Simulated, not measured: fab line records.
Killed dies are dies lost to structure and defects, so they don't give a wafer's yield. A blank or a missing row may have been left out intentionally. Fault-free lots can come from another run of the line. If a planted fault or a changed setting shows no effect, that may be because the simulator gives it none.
fab line records    flow n5-finfet
[record] lots = 10  wafers = 30  last-day = 18
route steps=1938 shown BEOL_M9@1434 PASSIVATION@1936
lots untouched by any fault: they come from a run of this same line in which no faults occurred
start-h: the number of hours between the record's first day and the start of the first shown wafer of the lot    wait-h: hours since the lot's step before    " unchanged from the row above    L1.1+2: a row that stands for several wafers    - no value, or no start was given    * or withheld: withheld    < > ~ a bound
route shown NAME@n: names a module that has steps shown in the file, with the first one's number in the route    usual: mean/standard deviation taken from wafers without a fault    same: alike in all rows    chamber/n: place in a boat    sites: each site's reading    _std_site: the standard deviation of these    _edge_site: mean of outer sites minus mean of inner sites    radius-mm: how far each site lies from the wafer's centre    mask NAME#n: copy n    behind: the most recent tool/chamber to have shaped the wafer    hold: why the lot went on hold/how many hours it stayed there/how the hold came to an end    device: which transistor (n, p or np) failed to switch    end of line: the tests these same wafers got at the end of their route    for a step that has no rows: nothing shown but its recipe    killed: the dies lost at the first sort to structure and to defects; this is not the yield of the wafer    map: a wafer's dies, x killed, . not, _ none there
set.NAME: the setting the step ran with; set.NAME@STEP: the setting that earlier step ran with    model.NAME: the simulator's own value behind a step, which no gauge read
one table for each step of the route and one row for each wafer, over a sample of lots
services: when a tool's chamber went out of use (start-h, in hours from the record's first day, below 0 if earlier), for how many hours, and the reason
[[steps]]
[step N5_BEOL_M9_CD_MEAS_28]
[recipe] target-cd-nm = 70  landing-energy-ev = 500  detector = se-inlens  polarity = opening
[usual] cd-nm = 70.06/0.24
lot.wafer  tool       chamber  start-h  wait-h  cd-nm
L178.3     cd-sem-03  0        232.86   -       70.04
L178.5     "          0        "        "       70.06
L178.6     "          0        "        "       69.97
L181.2     cd-sem-02  0        258.64   -       69.92
L181.3     "          0        "        "       69.60
L181.6     "          0        "        "       69.90
L182.1     cd-sem-03  0        260.95   -       69.84
L182.2     "          0        "        "       70.24
L182.3     "          0        "        "       70.32
L184.4     cd-sem-02  0        271.37   -       70.06
L184.5     "          0        "        "       69.87
L184.6     "          0        "        "       70.12
L185.3     cd-sem-01  0        280.04   -       70.00
L185.4     "          0        "        "       69.71
L185.6     "          0        "        "       69.84
L189.1     cd-sem-02  0        301.57   -       69.77
L189.4     "          0        "        "       70.11
L189.5     "          0        "        "       70.06
L188.1     cd-sem-03  0        301.61   -       69.96
L188.2     "          0        "        "       70.25
L188.3     "          0        "        "       70.13
L191.3     cd-sem-01  0        316.24   -       70.42
L191.4     "          0        "        "       70.28
L191.6     "          0        "        "       70.16
L195.2     cd-sem-01  0        330.28   -       70.17
L195.4     "          0        "        "       70.19
L195.5     "          0        "        "       70.32
L198.2     cd-sem-03  0        364.79   -       69.72
L198.4     "          0        "        "       70.20
L198.6     "          0        "        "       70.33
[step N5_BEOL_M9_ETCH_65]
[recipe] chemistry = CF4  target = SiARC  target-depth-a = 156  mask-material = CAR-EUV  time-s = 26  ion-energy-ev = 80  pressure-mtorr = 40  source-w = 545  bias-w = 36  Ar_flow_sccm = 100  cf4-flow-sccm = 100  ends = cleared
[usual] drypump-motor-current-A = 5.79/0.25  etch-rf-on-time-s = 26.0/0.66  oes-product-au = 0.67/0.068  rf-fwd-power-W = 532.2/2.1  rf-vpp-V = 184.2/1.1  showerhead-plenum-p-Torr = 2.15/0.063  throttle-valve-pct = 15.57/0.28
lot.wafer  tool         chamber  start-h  wait-h  drypump-motor-current-A  etch-rf-on-time-s  oes-product-au  rf-fwd-power-W  rf-hours-counter-h  rf-vpp-V  showerhead-plenum-p-Torr  throttle-valve-pct
L178.3     rie-diel-06  1        233.03   0.0     5.41                     26.1               0.63            532.2           170                 185.9     2.21                      15.69
L178.5     "            0        "        "       6.11                     26.2               0.59            530.5           -                   183.3     2.12                      15.81
L178.6     "            3        "        "       5.86                     25.3               0.73            532.8           -                   182.5     2.07                      15.19
L182.1     rie-diel-05  0        261.12   0.0     5.62                     26.3               0.75            532.8           29                  185.7     2.19                      15.16
L182.2     "            2        "        "       6.03                     26.1               0.58            530.7           227                 182.5     2.04                      15.99
L182.3     "            1        "        "       5.92                     26.0               0.58            532.5           235                 185.0     2.20                      16.01
L184.4     rie-diel-03  2        275.47   0.0     5.71                     25.5               0.72            532.1           82                  185.6     2.26                      15.38
L184.5     "            1        "        "       6.35                     27.2               0.59            537.0           -                   184.9     2.20                      15.34
L184.6     "            0        "        "       5.60                     25.4               0.73            531.2           -                   182.8     2.18                      15.51
L185.3     rie-diel-05  0        282.50   0.0     5.64                     26.6               0.74            532.4           32                  183.3     2.19                      15.19
L185.4     "            3        "        "       5.62                     25.0               0.75            531.7           49                  185.8     2.18                      15.56
L185.6     "            2        "        "       6.05                     26.6               0.58            529.8           -                   182.9     2.04                      16.00
L181.2     rie-diel-06  3        297.55   0.0     5.83                     25.7               0.71            530.6           -                   183.3     2.07                      15.22
L181.3     "            3        "        "       5.85                     26.1               0.71            535.8           -                   182.8     2.07                      15.21
L181.6     "            3        "        "       5.85                     25.9               0.71            531.8           -                   182.2     2.07                      15.23
L189.1     rie-diel-03  0        301.78   0.0     5.60                     25.1               0.73            532.7           81                  185.7     2.18                      15.53
L189.4     "            1        "        "       6.34                     27.3               0.58            535.6           204                 184.0     2.20                      15.38
L189.5     "            0        "        "       5.59                     25.1               0.73            531.2           -                   183.8     2.18                      15.53
L188.1     rie-diel-05  1        301.81   0.0     5.89                     26.2               0.57            530.2           244                 183.8     2.20                      16.04
L188.2     "            0        "        "       5.63                     26.8               0.72            533.6           39                  184.9     2.18                      15.20
L188.3     "            2        "        "       6.03                     26.5               0.57            531.7           236                 184.3     2.03                      16.01
L191.3     rie-diel-05  2        316.75   0.0     6.04                     26.4               0.57            530.3           242                 182.1     2.03                      16.03
L191.4     "            1        "        "       5.90                     26.0               0.58            530.1           248                 184.9     2.20                      16.03
L191.6     "            1        "        "       5.92                     26.0               0.58            531.3           -                   185.4     2.20                      16.03
L195.2     rie-diel-06  1        330.95   0.0     5.42                     25.7               0.62            528.6           189                 184.0     2.21                      15.73
L195.4     "            0        "        "       6.07                     26.5               0.58            532.1           244                 183.2     2.12                      15.86
L195.5     "            3        "        "       5.84                     26.2               0.69            532.0           -                   181.9     2.07                      15.22
L198.2     rie-diel-06  0        364.96   0.0     6.10                     26.6               0.58            532.7           255                 184.4     2.11                      15.89
L198.4     "            2        "        "       5.87                     25.3               0.62            532.5           207                 183.4     2.12                      15.83
L198.6     "            2        "        "       5.85                     25.3               0.62            533.3           -                   185.0     2.12                      15.83
[step N5_BEOL_M9_VIA_ETCH_34]
[recipe] chemistry = C4F6/O2  target = SiCOH_lowk  target-depth-a = 1824  mask-material = SOC  taper-deg = 4  time-s = 68.4  ion-energy-ev = 250  pressure-mtorr = 30  source-w = 345  bias-w = 185  Ar_flow_sccm = 300  C4F6_flow_sccm = 10  O2_flow_sccm = 10
[usual] drypump-motor-current-A = 5.80/0.25  oes_f_703_au = 0.78/0.079  oes_o_777_au = 0.78/0.081  oes-product-au = 0.78/0.079  rf-fwd-power-W = 342.2/1.2  rf-vpp-V = 667/10  showerhead-plenum-p-Torr = 2.86/0.082  throttle-valve-pct = 20.85/0.28
lot.wafer  tool         chamber  start-h  wait-h  drypump-motor-current-A  oes_f_703_au  oes_o_777_au  oes-product-au  rf-fwd-power-W  rf-hours-counter-h  rf-vpp-V  showerhead-plenum-p-Torr  throttle-valve-pct
L178.3     rie-diel-06  1        233.16   0.0     5.40                     0.77          0.77          0.75            341.7           171                 664       2.93                      20.87
L178.5     "            0        "        "       6.10                     0.69          0.69          0.71            341.5           -                   653       2.83                      21.16
L178.6     "            3        "        "       5.84                     0.86          0.86          0.84            342.9           -                   655       2.76                      20.49
L182.1     rie-diel-05  0        261.25   0.0     5.65                     0.86          0.86          0.89            340.2           29                  684       2.90                      20.44
L182.2     "            2        "        "       6.03                     0.68          0.67          0.68            339.9           227                 648       2.71                      21.23
L182.3     "            1        "        "       5.91                     0.68          0.69          0.68            342.4           235                 668       2.93                      21.32
L184.4     rie-diel-03  2        275.60   0.0     5.72                     0.84          0.83          0.83            341.8           82                  670       3.01                      20.68
L184.5     "            1        "        "       6.32                     0.68          0.68          0.69            344.0           -                   666       2.94                      20.62
L184.6     "            0        "        "       5.62                     0.86          0.88          0.85            343.1           -                   675       2.88                      20.75
L185.3     rie-diel-05  0        282.62   0.0     5.61                     0.84          0.85          0.88            343.7           32                  684       2.90                      20.45
L185.4     "            3        "        "       5.62                     0.87          0.85          0.86            341.1           49                  666       2.88                      20.86
L185.6     "            2        "        "       6.05                     0.67          0.67          0.67            343.8           -                   649       2.71                      21.25
L181.2     rie-diel-06  3        297.95   0.0     5.84                     0.85          0.85          0.82            343.3           -                   654       2.76                      20.50
L181.3     "            3        "        "       5.89                     0.85          0.85          0.82            341.7           -                   654       2.76                      20.49
L181.6     "            3        "        "       5.84                     0.85          0.84          0.83            342.3           -                   656       2.76                      20.52
L189.1     rie-diel-03  0        301.91   0.0     5.62                     0.85          0.86          0.85            340.4           81                  673       2.88                      20.77
L189.4     "            1        "        "       6.30                     0.67          0.67          0.69            344.0           204                 667       2.93                      20.61
L189.5     "            0        "        "       5.58                     0.85          0.86          0.85            340.8           -                   675       2.88                      20.77
L188.1     rie-diel-05  1        301.94   0.0     5.91                     0.48          0.51          0.64            258.3           245                 769       2.93                      21.33
L188.2     "            0        "        "       5.62                     0.59          0.63          0.81            258.8           39                  786       2.90                      20.43
L188.3     "            2        "        "       6.04                     0.48          0.49          0.63            259.8           236                 747       2.70                      21.22
L191.3     rie-diel-05  2        316.88   0.0     6.04                     0.47          0.48          0.62            259.0           242                 745       2.70                      21.24
L191.4     "            1        "        "       5.91                     0.48          0.51          0.63            258.3           248                 768       2.93                      21.31
L191.6     "            1        "        "       5.92                     0.47          0.50          0.63            259.6           -                   771       2.93                      21.31
L195.2     rie-diel-06  1        331.08   0.0     5.42                     0.75          0.76          0.74            342.9           189                 665       2.92                      20.90
L195.4     "            0        "        "       6.11                     0.68          0.67          0.69            341.6           244                 653       2.83                      21.17
L195.5     "            3        "        "       5.86                     0.84          0.83          0.82            342.1           -                   655       2.75                      20.51
L198.2     rie-diel-06  0        365.09   0.0     6.11                     0.68          0.67          0.69            341.6           255                 652       2.82                      21.21
L198.4     "            2        "        "       5.84                     0.71          0.71          0.73            343.1           207                 678       2.81                      21.08
L198.6     "            2        "        "       5.84                     0.71          0.72          0.72            341.6           -                   678       2.81                      21.07
[step N5_BEOL_M9_CD_MEAS_35]
[recipe] target-cd-nm = 70  target-cd-y-nm = 40  polarity = opening
[usual] cd-nm = 69.8/0.63
lot.wafer  tool       chamber  start-h  wait-h  cd-nm
L178.3     cd-sem-01  -        233.60   0.0     69.6
L178.5     "          -        "        "       69.4
L178.6     "          -        "        "       69.9
L182.1     cd-sem-02  -        261.68   0.0     69.2
L182.2     "          -        "        "       70.0
L182.3     "          -        "        "       69.1
L184.4     cd-sem-01  -        276.04   0.0     70.1
L184.5     "          -        "        "       70.2
L184.6     "          -        "        "       70.6
L185.3     cd-sem-03  -        283.06   0.0     70.6
L185.4     "          -        "        "       69.8
L185.6     "          -        "        "       69.7
L181.2     cd-sem-03  -        298.85   0.0     69.0
L181.3     "          -        "        "       69.2
L181.6     "          -        "        "       69.7
L189.1     cd-sem-02  -        302.33   0.0     70.3
L189.4     "          -        "        "       70.9
L189.5     "          -        "        "       69.6
L188.1     cd-sem-03  -        302.37   0.0     69.0
L188.2     "          -        "        "       69.6
L188.3     "          -        "        "       69.2
L191.3     cd-sem-01  -        317.31   0.0     70.1
L191.4     "          -        "        "       70.2
L191.6     "          -        "        "       70.4
L195.2     cd-sem-01  -        331.51   0.0     69.2
L195.4     "          -        "        "       70.4
L195.5     "          -        "        "       70.1
L198.2     cd-sem-01  -        365.53   0.0     69.8
L198.4     "          -        "        "       69.6
L198.6     "          -        "        "       69.3
[step N5_PASSIVATION_PROBE_49]
[usual] defect-limited-yield = 91.5/1.5  killed_at_M0_to_M3 = 33/10  killed_at_M4_up = 15/6.4  killed-at-contacts = 12/5.4  killed-at-front-end = 38/9.8  killed-at-other = 4/3.1  killed-dies = 101/18  killed-open = 67/14  killed-short = 33/7.9  sort_bin_5_function = 5.0/1  sort_bin_6_memory = 3.2/0.67  sort-n-pass = 1079/18  sort-yield-pct = 91.5/1.5
[same] gross-dies = 1180  killed-at-back-side = 0  sort_bin_4_leakage[%] = 0  sort_bin_8_speed[%] = 0
lot.wafer  tool       chamber  start-h  wait-h  defect-limited-yield[%]  killed_at_M0_to_M3  killed_at_M4_up  killed-at-contacts  killed-at-front-end  killed-at-other  killed-dies  killed-open  killed-short  sort_bin_5_function[%]  sort_bin_6_memory[%]  sort-n-pass  sort-yield-pct[%]
L191.3     prober-01  -        397.53   0.1     93.4                     24                  16               4                   33                   1                78           47           29            4.2                     2.4                   1102         93.4
// killed by level:class
L191.3 STI_FIN_REVEAL:geometric-particle:open=8 BEOL_M0_SAQP:geometric-particle:short=8 FIN_SAQP:geometric-particle:short=7 BEOL_M4:geometric-particle:open=6 STARTING-WAFER:geometric-particle:open=4 BEOL_M0:geometric-particle:open=4 BEOL_M7:geometric-particle:open=4 FIN_SAQP:geometric-particle:open=3
[[services]]
tool         chamber  start-h  hours  kind
rie-diel-05  -        215.61   0.7    repair
rie-diel-05  3        239.24   9.6    repair
rie-diel-06  2        252.13   10.8   repair
rie-diel-06  0        256.55   7.3    repair
rie-diel-06  1        257.61   3.4    repair
rie-diel-03  1        264.32   8.9    repair
rie-diel-05  -        264.84   14.6   pm
rie-diel-06  3        291.33   1.9    repair
rie-diel-05  1        312.03   4.2    repair
rie-diel-05  1        326.87   -      clean
rie-diel-05  1        326.87   -      consumable-replace:focus-ring
rie-diel-05  1        326.87   16.5   scheduled-down
rie-diel-05  1        326.87   16.5   vent-cycle
rie-diel-05  -        329.63   7.5    repair
rie-diel-05  2        353.78   -      clean
rie-diel-05  2        353.78   -      consumable-replace:focus-ring
rie-diel-05  2        353.78   -      consumable-replace:showerhead
rie-diel-05  2        353.78   19.7   scheduled-down
rie-diel-05  2        353.78   19.7   vent-cycle
[[key]]
[first-sign] step = N5_BEOL_M9_VIA_ETCH_34  reading = rf-fwd-power-W  direction = down  sigmas = 68  usual = *  struck = *
[effect] step = N5_BEOL_M9_VIA_ETCH_34  reading = rf-vpp-V  direction = up  sigmas = 9.6  usual = 667  struck = 764
met-at N5_BEOL_M9_VIA_ETCH_34
struck-lots L188,L191
not-acting-at N5_BEOL_M9_CD_MEAS_28,N5_BEOL_M9_ETCH_65,N5_BEOL_M9_CD_MEAS_35
onset-between 282.62 301.94
[fault] kind = process-parameter-drift  tool = rie-diel-05  chamber = -  onset-h = 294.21  steps = N5_BEOL_M9_VIA_ETCH_34  channel = source-w  offset = -82.8  shape = step  end-h = 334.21  acts-in = these-recipes-only  stated = 345
